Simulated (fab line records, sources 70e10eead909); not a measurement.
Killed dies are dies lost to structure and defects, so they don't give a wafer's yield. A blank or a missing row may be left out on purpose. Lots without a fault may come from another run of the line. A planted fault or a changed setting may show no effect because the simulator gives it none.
fab line records | flow nand_harc
record lots=6 wafers=18 last_day=22
route steps=1159 shown A_SLIT@783 A_SIN_REMOVE@804 A_WL_FILL@809 END@1159
lots that met no fault: from a run of the same line without faults
start_h: hours from the record's first day to the start of the lot's first wafer shown | wait_h: hours since the lot's step before | " the same as in the row above | L1.1+2: a row that stands for several wafers | - no value, or no start given | * or withheld: withheld | < > ~ a bound
route shown NAME@n: a module of which the file shows steps, and the number in the route of the first | usual: mean/standard deviation of fault-free wafers | same: alike in all rows | chamber/n: place in a boat | sites: the reading at each site | _std_site: their standard deviation | _edge_site: outer sites' mean less inner sites' | radius_mm: how far each site lies from the wafer's centre | mask NAME#n: copy n | behind: the tool/chamber that last shaped the wafer | hold: why the lot was held/for how many hours/how that ended | device: the transistor (n, p or np) that didn't switch | end of line: the same wafers' tests at the end of the route | a step without rows: its recipe alone | killed: dies lost to structure and defects at the first sort, not the wafer's yield | map: a wafer's dies, x killed, . not, _ none there
set.NAME: the setting as run; set.NAME@STEP: as run at that earlier step | model.NAME: the simulator's own value behind a step, which no gauge read
lots at some steps of the route; a table a step, a row a wafer
services: from which hour (start_h, from the record's first day; less than 0 if before it) a tool's chamber was out of use, for how many hours, and why
## steps
# step NHARC_A_SLIT_HMDS_02
# recipe time_s=30
# step NHARC_A_SLIT_COAT_03
# recipe spin_rpm=1500 resist_thk_nm=90
# step NHARC_A_SLIT_SOFTBAKE_04
# recipe temp_c=105 time_s=55
# step NHARC_A_SLIT_EBR_05
# step NHARC_A_SLIT_EXPOSE_06
# recipe na=1.35 dose_mj=60.82 mask_id=SLIT
# step NHARC_A_SLIT_PEB_07
# recipe peb_temp_c=100 peb_time_s=65
# step NHARC_A_SLIT_DEVELOP_08
# recipe develop_time_s=35 dev_temp_c=23
# step NHARC_A_SLIT_CD_MEAS_09
# recipe target_cd_nm=300 landing_energy_ev=500
# usual cd_nm=300.3/0.53
# columns lot.wafer tool chamber start_h wait_h cd_nm
L265.2 cd_sem-03 0 326.57 - 300.8
L265.4 " 0 " " 301.2
L265.5 " 0 " " 301.0
L266.1 cd_sem-03 0 335.87 - 301.1
L266.4 " 0 " " 300.7
L266.6 " 0 " " 300.5
L279.1 cd_sem-02 0 400.23 - 300.5
L279.3 " 0 " " 299.9
L279.5 " 0 " " 300.3
L278.2 cd_sem-02 0 401.29 - 299.8
L278.4 " 0 " " 299.1
L278.6 " 0 " " 299.6
L280.2 cd_sem-02 0 402.06 - 299.9
L280.5 " 0 " " 299.4
L280.6 " 0 " " 300.8
L277.1 cd_sem-01 0 404.00 - 300.6
L277.2 " 0 " " 301.3
L277.3 " 0 " " 300.3
# step NHARC_A_SLIT_OVL_MEAS_10
# usual overlay_x_nm=0.0/0.86 overlay_y_nm=0.1/0.89
# columns lot.wafer tool chamber start_h wait_h overlay_x_nm overlay_y_nm
L265.2 overlay-01 - 326.65 - 0.0 0.9
L265.4 " - " " 0.9 0.4
L265.5 " - " " 0.6 0.9
L266.1 overlay-02 - 335.96 - 1.1 1.1
L266.4 " - " " 0.3 0.6
L266.6 " - " " 0.9 0.4
L279.1 overlay-02 - 400.32 - -0.6 -0.5
L279.3 " - " " 0.0 -0.5
L279.5 " - " " -0.5 -1.0
L278.2 overlay-01 - 401.38 - -0.1 1.0
L278.4 " - " " 0.5 1.5
L278.6 " - " " 0.4 1.4
L280.2 overlay-01 - 402.15 - 1.2 0.1
L280.5 " - " " 1.2 0.1
L280.6 " - " " 1.3 -0.6
L277.1 overlay-02 - 404.08 - 1.5 0.7
L277.2 " - " " 1.1 0.4
L277.3 " - " " 0.7 0.8
# step NHARC_A_SLIT_INSPECT_11
# usual raw_defect_count=23/9.7
# columns lot.wafer tool chamber start_h wait_h raw_defect_count
L265.2 defect_inspect-02 - 326.69 0.0 15
L265.4 " - " " 25
L265.5 " - " " 26
L266.1 defect_inspect-02 - 336.00 0.0 32
L266.4 " - " " 14
L266.6 " - " " 13
L279.1 defect_inspect-01 - 400.36 0.0 32
L279.3 " - " " 34
L279.5 " - " " 37
L278.2 defect_inspect-01 - 401.42 0.0 30
L278.4 " - " " 31
L278.6 " - " " 27
L280.2 defect_inspect-02 - 402.18 0.0 19
L280.5 " - " " 13
L280.6 " - " " 13
L277.1 defect_inspect-02 - 404.12 0.0 23
L277.2 " - " " 26
L277.3 " - " " 30
# step NHARC_A_SLIT_DESCUM_14
# recipe time_s=3 o2_flow_sccm=200 ar_flow_sccm=0 bias_power_w=0 chemistry=O2
# step NHARC_A_SLIT_ETCH_24
# recipe target_depth_a=1210 time_s=60.5 cf4_flow_sccm=100 chf3_flow_sccm=30 ar_flow_sccm=0 rf_w=500 bias_w=200 chemistry=CF4/CHF3
# usual chf3_flow_sccm=30.00/0.077 drypump_motor_current_A=5.7/0.57 oes_product_au=0.961/0.022 rf_vpp_V=370.3/2.3 showerhead_plenum_p_Torr=1.57/0.063 throttle_valve_pct=16.802/0.0093
# columns lot.wafer tool chamber start_h wait_h chf3_flow_sccm drypump_motor_current_A oes_product_au rf_hours_counter_h rf_vpp_V showerhead_plenum_p_Torr throttle_valve_pct
L265.2 rie_diel-01 0 326.83 0.1 30.03 5.8 0.963 0 368.5 1.53 16.806
L265.4 " 1 " " 29.98 6.5 0.986 0 371.9 1.59 16.805
L265.5 " 0 " " 29.97 5.8 0.960 - 368.4 1.53 16.800
L266.1 rie_diel-03 2 336.18 0.1 29.99 6.6 0.953 10 367.4 1.47 16.783
L266.4 " 3 " " 29.93 6.3 0.938 10 373.0 1.66 16.791
L266.6 " 1 " " 30.00 5.0 0.952 - 371.2 1.59 16.812
L279.3 rie_diel-01 2 400.53 0.1 29.96 5.2 0.960 5 367.5 1.47 16.790
L279.1 " 0 " " 29.95 5.8 0.959 6 370.0 1.53 16.803
L279.5 " 2 " " 29.90 5.1 0.960 - 367.5 1.47 16.807
L278.2 rie_diel-03 3 401.56 0.1 30.11 6.3 0.981 0 372.2 1.66 16.806
L278.4 " 0 " " 30.05 5.3 0.978 0 369.2 1.57 16.799
L278.6 " 3 " " 30.17 6.3 0.971 - 372.5 1.66 16.803
L280.2 rie_diel-01 2 402.35 0.1 29.95 5.2 0.974 6 368.1 1.47 16.796
L280.5 " 2 " " 29.94 5.1 0.968 - 367.3 1.47 16.800
L280.6 " 1 " " 30.03 6.6 0.961 - 371.0 1.59 16.794
L277.3 rie_diel-07 2 404.27 0.1 29.94 5.4 0.953 12 371.0 1.61 16.814
L277.2 " 3 " " 30.10 5.2 0.969 13 368.1 1.49 16.797
L277.1 " 1 " " 29.98 5.4 0.969 11 371.2 1.59 16.810
# step NHARC_A_SLIT_ETCH_15
# recipe target_depth_a=32000 over_etch_frac=0.3 time_s=832 ion_energy_ev=150 o2_flow_sccm=400 cos_flow_sccm=20 ar_flow_sccm=0 rf_w=500 bias_w=300 chemistry=O2/COS
# usual drypump_motor_current_A=5.6/0.57 oes_product_au=1.000/0.01 rf_vpp_V=313.9/2 showerhead_plenum_p_Torr=3.11/0.13 throttle_valve_pct=28.330/0.0098
# columns lot.wafer tool chamber start_h wait_h drypump_motor_current_A oes_product_au rf_hours_counter_h rf_vpp_V showerhead_plenum_p_Torr throttle_valve_pct
L265.2 rie_diel-01 0 326.92 - 5.9 0.988 0 312.5 3.03 28.328
L265.4 " 1 " " 6.5 1.002 0 314.8 3.15 28.331
L265.5 " 1 " " 6.5 1.002 - 315.5 3.15 28.334
L266.1 rie_diel-03 1 336.25 - 4.9 0.998 10 313.6 3.16 28.323
L266.4 " 3 " " 6.3 1.004 10 316.7 3.29 28.325
L266.6 " 2 " " 6.6 1.007 - 310.6 2.92 28.322
L279.3 rie_diel-01 2 400.62 - 5.2 0.990 5 311.5 2.92 28.326
L279.1 " 1 " " 6.6 1.009 6 314.0 3.15 28.346
L279.5 " 0 " " 5.9 0.993 - 312.8 3.03 28.335
L278.2 rie_diel-03 0 401.65 - 5.3 0.994 0 314.2 3.11 28.323
L278.4 " 1 " " 5.0 0.994 0 314.8 3.15 28.321
L278.6 " 0 " " 5.3 0.990 - 312.7 3.11 28.334
L280.2 rie_diel-01 2 402.60 - 5.2 0.986 6 311.4 2.92 28.303
L280.5 " 0 " " 5.8 0.997 - 312.5 3.03 28.324
L280.6 " 2 " " 5.2 0.998 - 312.3 2.92 28.327
L277.3 rie_diel-07 0 404.35 - 5.1 1.006 13 316.8 3.25 28.311
L277.2 " 1 " " 5.4 1.000 11 314.7 3.16 28.325
L277.1 " 3 " " 5.2 0.997 13 311.2 2.97 28.320
# step NHARC_A_SLIT_ETCH_17
# recipe bias_v=900 source_w=withheld pressure_mtorr=20 ar_flow_sccm=375 c4f8_flow_sccm=83.3 o2_flow_sccm=41.7 time_s=1687.5 target_depth_a=1.01e+05 chemistry=C4F8/O2/Ar
# usual drypump_motor_current_A=5.91/0.26 showerhead_plenum_p_Torr=3.62/0.059 throttle_valve_pct=32.046/0.0086
# columns lot.wafer tool chamber start_h wait_h drypump_motor_current_A rf_hours_counter_h showerhead_plenum_p_Torr throttle_valve_pct
L265.2 har_etch-01 0 327.77 - 5.70 4 3.69 32.055
L265.4 " 1 " " 5.95 - 3.70 32.049
L265.5 " 1 " " 5.97 - 3.70 32.058
L266.1 har_etch-01 0 337.09 - 5.72 11 3.68 32.034
L266.4 " 0 " " 5.74 - 3.68 32.044
L266.6 " 0 " " 5.73 - 3.68 32.043
L279.1 har_etch-02 1 401.59 - 5.66 210 3.61 32.057
L279.3 " 1 " " 5.66 - 3.61 32.041
L279.5 " 0 " " 6.35 - 3.53 32.039
L278.2 har_etch-01 0 402.76 - 5.71 41 3.66 32.040
L278.4 " 0 " " 5.74 - 3.67 32.049
L278.6 " 0 " " 5.69 - 3.67 32.053
L280.2 har_etch-02 0 403.41 - 6.24 212 3.52 32.046
L280.5 " 1 " " 5.65 - 3.61 32.062
L280.6 " 0 " " 6.25 - 3.53 32.035
L277.2 har_etch-01 0 404.95 - 5.73 43 3.66 32.041
L277.1 " 1 " " 5.95 43 3.68 32.059
L277.3 " 1 " " 5.97 - 3.68 32.035
# step NHARC_A_SLIT_ETCH_26
# recipe bias_v=400 source_w=2000 pressure_mtorr=25 time_s=90 ar_flow_sccm=375 c4f8_flow_sccm=41.7 o2_flow_sccm=83.3 target_depth_a=4000 chemistry=C4F8/O2/Ar
# usual drypump_motor_current_A=5.91/0.26 showerhead_plenum_p_Torr=3.65/0.06 throttle_valve_pct=27.619/0.0088
# columns lot.wafer tool chamber start_h wait_h drypump_motor_current_A rf_hours_counter_h showerhead_plenum_p_Torr throttle_valve_pct
L265.2 har_etch-01 0 329.05 1.0 5.73 5 3.72 27.630
L265.4 " 1 " " 5.93 - 3.73 27.622
L265.5 " 1 " " 5.92 - 3.73 27.625
L266.1 har_etch-01 0 338.37 1.0 5.70 12 3.71 27.611
L266.4 " 0 " " 5.69 - 3.71 27.619
L266.6 " 0 " " 5.71 - 3.71 27.616
L279.1 har_etch-02 1 402.87 1.0 5.65 211 3.64 27.618
L279.3 " 1 " " 5.65 - 3.64 27.629
L279.5 " 0 " " 6.31 - 3.55 27.614
L278.2 har_etch-01 0 404.25 1.2 5.72 43 3.70 27.620
L278.4 " 0 " " 5.72 - 3.70 27.617
L278.6 " 0 " " 5.71 - 3.70 27.626
L280.2 har_etch-02 0 404.69 1.0 6.30 213 3.55 27.610
L280.5 " 1 " " 5.67 - 3.64 27.633
L280.6 " 0 " " 6.30 - 3.55 27.622
L277.2 har_etch-01 0 406.45 1.3 5.73 44 3.70 27.625
L277.1 " 1 " " 5.94 44 3.71 27.628
L277.3 " 1 " " 5.91 - 3.71 27.628
# step NHARC_A_SLIT_STRIP_28
# recipe o2_flow_sccm=400 cos_flow_sccm=20 ar_flow_sccm=0 bias_w=0 chemistry=O2/COS
# step NHARC_A_SLIT_ETCH_29
# recipe target_depth_a=1000 overetch_a=100 time_s=55 ion_energy_ev=100 cf4_flow_sccm=80 o2_flow_sccm=20 ar_flow_sccm=0 rf_w=300 bias_w=100 chemistry=CF4/O2
# step NHARC_A_SLIT_STRIP_18
# recipe o2_flow_sccm=500 ar_flow_sccm=0 bias_w=0 chemistry=O2
# usual drypump_motor_current_A=5.7/0.6 oes_product_au=1.001/0.01 rf_vpp_V=57.7/0.84 showerhead_plenum_p_Torr=3.51/0.14 throttle_valve_pct=17.037/0.0086
# columns lot.wafer tool chamber start_h wait_h drypump_motor_current_A oes_product_au rf_hours_counter_h rf_vpp_V showerhead_plenum_p_Torr throttle_valve_pct
L265.4 rie_diel-01 1 - - 6.6 1.001 1 58.7 3.56 17.040
L265.2 " 2 " " 5.2 1.005 0 57.1 3.31 17.024
L265.5 " 0 " " 5.9 0.998 - 57.5 3.43 17.038
L266.1 rie_diel-07 0 - - 5.1 1.013 8 56.7 3.67 17.036
L266.4 " 1 " " 5.4 0.998 6 58.0 3.58 17.040
L266.6 " 0 " " 5.1 1.021 - 59.0 3.67 17.031
L279.3 rie_diel-03 3 - - 6.3 0.999 0 56.4 3.72 17.050
L279.1 " 1 " " 5.0 0.990 1 55.3 3.56 17.028
L279.5 " 3 " " 6.3 0.992 - 57.8 3.72 17.035
L278.2 rie_diel-01 1 - - 6.5 1.005 7 57.5 3.56 17.022
L278.4 " 2 " " 5.2 1.001 - 56.6 3.30 17.029
L278.6 " 0 " " 5.9 1.004 - 58.1 3.43 17.046
L280.2 rie_diel-01 0 405.40 - 5.9 0.994 7 57.1 3.43 17.029
L280.6 " 0 " " 5.8 0.994 - 58.0 3.43 17.051
L280.5 " 2 " " 5.2 1.000 - 57.0 3.30 17.037
L277.3 rie_diel-03 2 - - 6.7 0.997 1 57.2 3.30 17.035
L277.1 " 3 " " 6.3 1.004 1 58.2 3.72 17.041
L277.2 " 1 " " 5.0 0.988 1 57.4 3.56 17.042
# step NHARC_A_SLIT_PRECLEAN_19
# recipe time_s=* temp_c=50 bath_age_min=0 chemistry=SC1
# step NHARC_A_SLIT_SRD_20
# step NHARC_A_SLIT_CD_MEAS_21
# usual cd_nm=289.5/0.91
# columns lot.wafer tool chamber start_h wait_h cd_nm
L265.2 cd_sem-03 - 330.19 - 290.4
L265.4 " - " " 289.9
L265.5 " - " " 289.7
L266.1 cd_sem-02 - 339.48 - 289.6
L266.4 " - " " 290.4
L266.6 " - " " 290.4
L279.1 cd_sem-02 - 403.99 - 288.8
L279.3 " - " " 288.4
L279.5 " - " " 289.3
L278.2 cd_sem-03 - 405.48 - 287.8
L278.4 " - " " 288.0
L278.6 " - " " 289.0
L280.2 cd_sem-01 - 405.91 - 290.5
L280.5 " - " " 290.8
L280.6 " - " " 290.5
L277.1 cd_sem-03 - 407.60 - 289.2
L277.2 " - " " 288.8
L277.3 " - " " 289.7
# step NHARC_A_SIN_REMOVE_WET_00
# recipe temp_c=160 time_s=15300 chemistry=H3PO4
# step NHARC_A_SIN_REMOVE_PRECLEAN_01
# recipe time_s=* temp_c=50 bath_age_min=0 chemistry=SC1
# step NHARC_A_SIN_REMOVE_SRD_02
# step NHARC_A_SIN_REMOVE_INSPECT_04
# usual raw_defect_count=315/100
# columns lot.wafer tool chamber start_h wait_h raw_defect_count
L265.2 defect_inspect-01 - 337.59 0.0 297
L265.4 " - " " 202
L265.5 " - " " 339
L266.1 defect_inspect-01 - 346.89 0.1 233
L266.4 " - " " 210
L266.6 " - " " 300
L278.2 defect_inspect-02 - 411.39 0.0 389
L278.4 " - " " 298
L278.6 " - " " 203
L279.1 defect_inspect-01 - 411.40 0.0 749
L279.3 " - " " 741
L279.5 " - " " 758
L280.2 defect_inspect-01 - 411.41 0.0 764
L280.5 " - " " 819
L280.6 " - " " 841
L277.1 defect_inspect-01 - 415.28 0.0 274
L277.2 " - " " 291
L277.3 " - " " 386
# step NHARC_A_WL_FILL_ALD_00
# recipe target_thk_a=30 pulse_time_s=3 ald_cycles=30 temp_c=300 material=Al2O3
# usual heater_power_w=472/36 precursor_pulse_height_rel=0.999/0.018
# columns lot.wafer tool chamber start_h wait_h heater_power_w precursor_pulse_height_rel
L265.4 ald_hk-03 2 339.88 2.3 440 0.991
L265.2 " 3 " " 514 1.018
L265.5 " 1 " " 546 0.994
L266.1 ald_hk-03 2 347.09 0.2 438 0.994
L266.4 " 0 " " 455 0.996
L266.6 " 3 " " 514 0.994
L278.4 ald_hk-02 0 411.60 0.2 502 0.980
L278.2 " 1 " " 452 0.992
L278.6 " 0 " " 511 1.007
L279.3 ald_hk-02 1 411.76 0.4 473 0.982
L279.1 " 0 " " 512 0.982
L279.5 " 1 " " 466 1.018
L280.2 ald_hk-02 1 412.01 0.6 470 1.026
L280.5 " 2 " " 477 1.007
L280.6 " 3 " " 429 1.005
L277.2 ald_hk-02 1 416.82 1.5 477 0.986
L277.3 " 3 " " 426 0.999
L277.1 " 0 " " 519 0.985
# step NHARC_END_SORT_01
# recipe temp_c=25
# usual killed_at_array=29/11 killed_at_other=0.6/0.75 killed_at_periphery=3.1/2.1 killed_dies=32/11 killed_open=3.0/1.8 killed_short=1.8/1.3
# same gross_dies=677
# columns lot.wafer tool chamber start_h wait_h killed_at_array killed_at_other killed_at_periphery killed_dies killed_open killed_short
L266.1 prober-02 0 466.75 2.5 30 1 2 33 1 3
L266.4 prober-02 0 469.13 3.4 14 0 2 16 3 0
L266.6 prober-02 0 470.71 4.0 18 1 2 21 5 0
L280.2 prober-02 0 523.46 2.8 91 1 1 93 4 2
L280.5 prober-02 0 525.86 3.7 113 1 3 117 4 2
L280.6 prober-02 0 526.66 4.0 80 2 1 83 2 0
L279.1 prober-01 0 530.43 2.5 95 0 2 97 3 0
L279.3 prober-01 0 532.03 3.1 102 1 3 106 5 1
L279.5 prober-01 0 533.62 3.7 128 1 0 129 0 3
# killed by level:class
L266.1 A_CHANNEL_HOLE_D1:chamber_film_flake=18 A_CONTACT:chamber_film_flake=4 A_WL_FILL:chamber_film_flake=3 A_ONON_D1:geometric_particle:short=2 P_GATE:chamber_film_flake=2 A_SGD_CUT:geometric_particle:short=1 A_BLC:geometric_particle:open=1 A_SLIT:chamber_film_flake=1
L266.4 A_CHANNEL_HOLE_D1:chamber_film_flake=9 A_CONTACT:chamber_film_flake=2 P_M0:geometric_particle:open=1 P_M2:geometric_particle:open=1 A_CONTACT:geometric_particle:open=1 A_STAIRCASE:chamber_film_flake=1 A_WL_FILL:chamber_film_flake=1
L266.6 A_CHANNEL_HOLE_D1:chamber_film_flake=10 A_CONTACT:chamber_film_flake=4 P_CONTACT:geometric_particle:open=1 P_M2:geometric_particle:open=1 A_CHANNEL_FILL_D1:geometric_particle:open=1 A_SGD_CUT:geometric_particle:open=1 A_CONTACT:geometric_particle:open=1 THIN_TSV:chamber_film_flake=1
L280.2 A_SLIT:unspecified=52 A_SLIT:chamber_film_flake=13 A_CHANNEL_HOLE_D1:chamber_film_flake=6 A_STAIRCASE:chamber_film_flake=6 A_BONDPAD:chamber_film_flake=6 A_WL_FILL:geometric_particle:open=2 A_CHANNEL_FILL_D1:chamber_film_flake=2 P_M1:geometric_particle:open=1
L280.5 A_SLIT:unspecified=77 A_SLIT:chamber_film_flake=10 A_CHANNEL_HOLE_D1:chamber_film_flake=6 A_STAIRCASE:chamber_film_flake=5 A_BONDPAD:chamber_film_flake=4 P_ZERO_WELL:chamber_film_flake=3 A_CONTACT:chamber_film_flake=3 A_M0:geometric_particle:open=2
L280.6 A_SLIT:unspecified=49 A_SLIT:chamber_film_flake=14 A_STAIRCASE:chamber_film_flake=5 A_CHANNEL_HOLE_D1:chamber_film_flake=4 A_CONTACT:chamber_film_flake=3 THIN_TSV:chamber_film_flake=2 A_CHANNEL_FILL_D1:geometric_particle:open=1 A_WL_FILL:geometric_particle:open=1
L279.1 A_SLIT:unspecified=60 A_SLIT:chamber_film_flake=12 A_STAIRCASE:chamber_film_flake=6 A_CONTACT:chamber_film_flake=5 A_CHANNEL_HOLE_D1:chamber_film_flake=3 A_BONDPAD:chamber_film_flake=3 A_BLC:chamber_film_flake=2 A_WL_FILL:geometric_particle:open=1
L279.3 A_SLIT:unspecified=50 A_CHANNEL_HOLE_D1:chamber_film_flake=20 A_SLIT:chamber_film_flake=18 A_BONDPAD:chamber_film_flake=5 A_STAIRCASE:chamber_film_flake=3 P_CONTACT:geometric_particle:open=2 P_M1:geometric_particle:open=1 A_ONON_D1:geometric_particle:open=1
L279.5 A_SLIT:unspecified=85 A_SLIT:chamber_film_flake=16 A_CHANNEL_HOLE_D1:chamber_film_flake=14 A_STAIRCASE:chamber_film_flake=7 A_CONTACT:chamber_film_flake=2 A_BONDPAD:chamber_film_flake=2 A_WL_FILL:geometric_particle:short=1 A_CONTACT:geometric_particle:short=1
# map L279.5 (x killed, . not)
____________x____________
_________......._________
_______.....x....._______
______.............______
_____...........x..._____
____.................____
____xx...........x...____
___..x................___
___.xxxx.......x......___
__..xxxx.x.............__
__xxxxxx...............__
_.xxxxxxx..............x_
_.xxxxxxx..............._
_.xxxxxxxx.............._
_.xxxxxxxx.............._
_xxxxxxxxxx..x.........._
..xxxxxxx................
.x.xxxxxx.x.............x
...xxxxxx................
...xxxx................x.
..x...x...............xx.
_......x.........x...xxx_
_................x..xxx._
_....................x.x_
_..................x..xx_
_......................._
__.....................__
__......x..............__
___...................___
___...................___
____........x........____
____.x.......xxxx....____
_____.....x.xx.xx..._____
______.............______
_______......xxxxx_______
_________.....xx_________
____________.____________
# map L280.5 (x killed, . not)
____________x____________
_________......._________
_______......xxx.x_______
______.........xxx.______
_____...........x..._____
____..x........x.....____
____..x..............____
___...x...............___
___...................___
__xxxxx.x..............__
__.xxxxx...x...........__
_xxxxxxx..............x._
_.xxxxxxxx.............._
_.xxxxxxxxx............._
_..xxxxxxx..........x..._
_x.xxxxx.x.............._
.xxxxxxxxx........x......
..xxxxxxxx...............
...xxxxxx................
....x.xx..........x......
.....x.x...........x.....
_....x.xx..xx.........x._
_......x.............x.x_
_.....x..........x.....x_
_....xx.x...........x..._
_......................._
__.....................__
__.x..x................__
___...................___
___..x.x..............___
____.................____
____.................____
_____..............._____
______....x........______
_______..........._______
_________......._________
____________.____________
## services
# columns tool chamber start_h hours kind
har_etch-01 - 305.00 17.0 pm
rie_diel-01 - 315.14 9.0 pm
rie_diel-01 0 315.14 9.0 vent_cycle
rie_diel-01 1 315.14 9.0 vent_cycle
rie_diel-01 2 315.14 9.0 vent_cycle
rie_diel-01 3 315.14 9.0 vent_cycle
rie_diel-01 0 324.14 - clean
rie_diel-01 1 324.14 - clean
rie_diel-01 2 324.14 - clean
rie_diel-01 3 324.14 - clean
ald_hk-03 - 325.87 10.0 pm
rie_diel-03 1 338.61 6.0 repair
rie_diel-01 3 346.66 97.8 repair
rie_diel-01 0 348.64 - clean
rie_diel-01 1 348.64 - clean
rie_diel-01 2 348.64 - clean
rie_diel-01 0 373.14 - clean
rie_diel-01 1 373.14 - clean
rie_diel-01 2 373.14 - clean
rie_diel-03 - 392.39 9.0 pm
rie_diel-01 0 397.64 - clean
rie_diel-01 1 397.64 - clean
rie_diel-01 2 397.64 - clean
har_etch-02 - 411.11 0.3 repair
## key
first_sign step=NHARC_A_SIN_REMOVE_INSPECT_04 reading=raw_defect_count direction=up sigmas=4.6 usual=315 struck=779
effect step=NHARC_END_SORT_01 reading=killed_at_array direction=up sigmas=6.7 usual=29 struck=102
more_kills_born_at NHARC_A_SLIT_ETCH_15@rie_diel-01=372
met_at NHARC_A_SLIT_ETCH_15
struck_wafers L279.1,L279.3,L279.5,L280.2,L280.5,L280.6
tester_left_out L279,L280
onset_between 326.92 400.62
also_fits NHARC_A_SLIT_ETCH_24:rie_diel-01,NHARC_A_SLIT_ETCH_17:har_etch-02,NHARC_A_SLIT_ETCH_26:har_etch-02
fault kind=chamber_particle_source tool=rie_diel-01 chamber=- onset_h=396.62 steps=NHARC_A_SLIT_ETCH_15 rate_per_visit_cm2=0.75333 end_h=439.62
# tester_left_out: of these lots the tester's yield and bins aren't shown, on N5 and GAA mostly nor the transistor test; their killed dies are dies lost to structure and defects alone, not to doping, threshold or leakage, so they don't give the yield
